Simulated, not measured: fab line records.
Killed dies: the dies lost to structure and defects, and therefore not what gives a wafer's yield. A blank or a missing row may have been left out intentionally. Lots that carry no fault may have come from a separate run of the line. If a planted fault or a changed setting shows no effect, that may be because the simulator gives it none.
Split-lot study ; flow n5_finfet ; 7 lots, 21 wafers read, on a route of 1938 steps

== ON THE SPLIT ==
At N5_DUMMY_GATE_COAT_28 (time 60 s, resist thk 10 nm), the setting spin_rpm was moved away from the recipe's 1500 rpm on 8 of the 21 wafers read, by -9.4% to +5.6%. The other wafers ran this setting at the recipe's value.

The reading is taken at the split's own step.

== THE READING ==
underlayer_of_DUMMY_GATE_COAT_28.thk_nm (the simulator's own value, which no gauge read), in nm, at N5_DUMMY_GATE_COAT_28 (time 60 s, resist thk 10 nm). No usual value for it is given in the file.

wafer;tool, chamber at the split;spin_rpm as run, rpm;against the recipe;underlayer_of_DUMMY_GATE_COAT_28.thk_nm, nm;against lot-mates on the recipe
L074.1;litho_track-05, 0;1500;recipe;10;-
L074.3;litho_track-05, 0;1584;+5.6%;9.8;-0.2
L074.5;litho_track-05, 0;1584;+5.6%;9.8;-0.2
L076.1;litho_track-03, 0;1359;-9.4%;10.6;+0.6
L076.4;litho_track-03, 0;1359;-9.4%;10.6;+0.6
L076.6;litho_track-03, 0;1500;recipe;10;-
L077.1;litho_track-03, 0;1500;recipe;10;-
L077.4;litho_track-03, 0;1500;recipe;10;-
L077.2;litho_track-03, 0;1387;-7.5%;10.4;+0.4
L079.1;litho_track-05, 0;1500;recipe;10;-
L079.2;litho_track-05, 0;1447;-3.5%;10.2;+0.2
L079.6;litho_track-05, 0;1447;-3.5%;10.2;+0.2
L083.1;litho_track-03, 0;1500;recipe;10;-
L083.2;litho_track-03, 0;1500;recipe;10;-
L083.5;litho_track-03, 0;1500;recipe;10;-
L086.2;litho_track-02, 0;1500;recipe;10;-
L086.3;litho_track-02, 0;1500;recipe;10;-
L086.6;litho_track-02, 0;1500;recipe;10;-
L087.1;litho_track-03, 0;1500;recipe;10;-
L087.6;litho_track-03, 0;1500;recipe;10;-
L087.3;litho_track-03, 0;1375;-8.3%;10.6;+0.6

FIT RESULTS
A straight line over all 21 wafers: underlayer_of_DUMMY_GATE_COAT_28.thk_nm changes by -0.057 nm for each +1% of spin_rpm; r = -0.98; the points scatter about the line by 0.048 nm.
The same after taking each lot's own level away (the mean of its wafers on the recipe; 21 wafers): -0.057 nm for each +1%; r = -0.98; scatter 0.048 nm.
The reading moves by 0.54 nm for the largest change in spin_rpm, on that fit.
The lots' own levels span 10.00 to 10.00 nm.
Hence the lot-to-lot level has little effect on the slope; both slopes agree.
Check: for one of the wafers moved furthest among these (-9.4%), held out of the fit, the line's prediction against its lot-mates is +0.545 nm. Against them it came out at +0.6 nm.

== OTHER SPLITS ON THESE WAFERS ==
Other splits were also applied to these wafers ahead of the reading. Each is held against what the fit with the lots' levels taken away leaves over:
other split on the same wafers;wafers away from the commonest value;r with underlayer_of_DUMMY_GATE_COAT_28.thk_nm (lot level and that fit taken away)
N5_PMOS_HMC_CHANNEL_EPI_COAT_31 spin_rpm;6;+0.26
N5_PMOS_HMC_CHANNEL_EPI_COAT_03 spin_rpm;6;-0.54
N5_FIN_SAQP_ETCH_65 time_s;10;+0.28

== FILE'S OWN FIT ==
underlayer_of_DUMMY_GATE_COAT_28.thk_nm changes by -0.0599 nm for each +1% of spin_rpm, r = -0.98.
